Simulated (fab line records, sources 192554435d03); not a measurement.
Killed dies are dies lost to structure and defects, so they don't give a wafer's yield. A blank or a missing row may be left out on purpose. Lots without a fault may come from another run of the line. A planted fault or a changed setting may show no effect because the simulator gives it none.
Split-lot experiment | flow n5_finfet | 7 lots, 21 wafers read, on a route of 1938 steps

THE SPLIT
At N5_MOL_CONTACT_COAG_ETCH_105 (etches SiARC in CF4, target depth 15.6 nm, time 26 s), the setting bias_w was moved away from the recipe's 36 W on 5 of the 21 wafers read, by -8.8% to -6.1%. The other wafers ran this setting at the recipe's value.

The reading is taken at the split's own step.

THE READING
rf_vpp_V, in V, at N5_MOL_CONTACT_COAG_ETCH_105 (etches SiARC in CF4, target depth 15.6 nm, time 26 s). Fault-free wafers of this fab line usually give 183.8 V, standard deviation 0.97 V.

wafer  | tool, chamber at the split | bias_w as run, W | against the recipe | rf_vpp_V, V | against lot-mates on the recipe
L074.1 | rie_diel-01, 1             | 36               | recipe             | 182.9       | -
L074.3 | rie_diel-01, 2             | 36               | recipe             | 184.3       | -
L074.4 | rie_diel-01, 1             | 33.63            | -6.6%              | 176.2       | -7.4
L077.1 | rie_diel-04, 1             | 36               | recipe             | 181.5       | -
L077.2 | rie_diel-04, 2             | 36               | recipe             | 183.7       | -
L077.4 | rie_diel-04, 1             | 36               | recipe             | 182.9       | -
L080.3 | rie_diel-01, 1             | 33.81            | -6.1%              | 178.1       | -4.5
L080.4 | rie_diel-01, 0             | 33.81            | -6.1%              | 175.6       | -7.0
L080.5 | rie_diel-01, 1             | 36               | recipe             | 182.6       | -
L085.2 | rie_diel-04, 0             | 36               | recipe             | 184.2       | -
L085.3 | rie_diel-04, 2             | 36               | recipe             | 184.0       | -
L085.4 | rie_diel-04, 1             | 36               | recipe             | 182.7       | -
L092.1 | rie_diel-03, 3             | 36               | recipe             | 181.3       | -
L092.2 | rie_diel-03, 0             | 36               | recipe             | 183.6       | -
L092.4 | rie_diel-03, 2             | 36               | recipe             | 184.7       | -
L093.1 | rie_diel-04, 0             | 32.83            | -8.8%              | 172.6       | -10.6
L093.3 | rie_diel-04, 1             | 32.83            | -8.8%              | 171.9       | -11.3
L093.4 | rie_diel-04, 3             | 36               | recipe             | 183.2       | -
L095.1 | rie_diel-01, 3             | 36               | recipe             | 184.9       | -
L095.2 | rie_diel-01, 0             | 36               | recipe             | 182.2       | -
L095.5 | rie_diel-01, 0             | 36               | recipe             | 183.2       | -

THE FIT
A straight line over all 21 wafers: rf_vpp_V changes by +1.17 V for each +1% of bias_w; r = +0.96; the points scatter about the line by 1.1 V.
The same after taking each lot's own level away (the mean of its wafers on the recipe; 21 wafers): +1.15 V for each +1%; r = +0.96; scatter 1.1 V.
On that fit, the largest move of bias_w shifts the reading by 10 V.
The lots' own levels span 182.60 to 183.63 V, that is 1.1 times the standard deviation above.
So the lot-to-lot level changes the slope little: the two slopes agree.
Check: with one of the wafers moved furthest among these (-8.8%) left out of the fit, the line predicts -9.87 V for it against its lot-mates. It came out at -10.6 V against them.
Tool readings at the split's step, against how far the setting was moved: rf_vpp_V r = +0.96.

OTHER SPLITS ON THESE WAFERS
These wafers also went through other splits before the reading. Each is held against what the fit with the lots' levels taken away leaves over:
other split on the same wafers        | wafers away from the commonest value | r with rf_vpp_V (lot level and that fit taken away)
N5_HKMG_FIN_EXPOSE_46 dose_mj         | 7                                    | -0.34
N5_HKMG_FIN_ETCH_54 source_w          | 5                                    | +0.02
N5_HKMG_FIN_COAT_06 spin_rpm          | 11                                   | +0.35
N5_HKMG_FIN_DEVELOP_11 develop_time_s | 6                                    | +0.08
N5_MOL_CONTACT_COAG_COAT_58 spin_rpm  | 8                                    | -0.22

THE FILE'S OWN FIT
rf_vpp_V changes by +1.14 V for each +1% of bias_w, r = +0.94.
